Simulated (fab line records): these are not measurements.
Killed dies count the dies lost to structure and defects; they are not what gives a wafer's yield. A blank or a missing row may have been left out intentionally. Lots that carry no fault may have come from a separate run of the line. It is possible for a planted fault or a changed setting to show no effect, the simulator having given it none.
Chamber matching    flow nand_harc    NHARC_A_STAIRCASE_DEP_301 on pecvd-02 has 3 sister chambers
The step deposits SiON, target thk 30 nm. 3 wafers are shown with their chamber, then 12 later ones without.

== EACH WAFER AND ITS CHAMBER ==
wafer   chamber  heater_power_w (W)
L088.3  0        671
L087.3  1        834
L087.4  2        708

== WAFERS WITHOUT THEIR CHAMBER ==
wafer   heater_power_w (W)
L089.2  624
L089.4  644
L089.6  611
L090.1  729
L090.2  860
L090.4  721
L096.1  673
L096.5  700
L096.6  737
L097.2  592
L097.4  754
L097.5  613

== CHAMBER TAKEN BY EACH ==
wafer   from the rows above           in truth
L089.2  can't be placed: 0 or 2       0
L089.4  can't be placed: 0 or 2       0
L089.6  can't be placed: 0 or 2       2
L090.1  can't be placed: 2 or 0       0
L090.2  1                             1
L090.4  can't be placed: 2 or 0       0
L096.1  can't be placed: 0 or 2       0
L096.5  can't be placed: 2 or 0       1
L096.6  can't be placed: 2 or 0 or 1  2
L097.2  can't be placed: 0 or 2       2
L097.4  can't be placed: 2 or 1 or 0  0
L097.5  can't be placed: 0 or 2       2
Correct placement for 1 of the 12. Cannot be placed on the basis of these rows: 11; the candidates contain the true chamber in 10. Number placed wrongly: 0.
How it was worked out, from the rows above alone: a wafer's distance from a chamber is the root of the sum, over the readings, of the square of ((its reading less the chamber's mean) divided by the reading's scatter). The wafer belongs to the nearest chamber; if the next one is less than 2 further off, it can't be placed. The mean given for a chamber averages the wafers shown for that chamber. The scatter: with one shown wafer a chamber, the root of the mean of the squares of how far each hidden wafer lies from its nearest shown one.
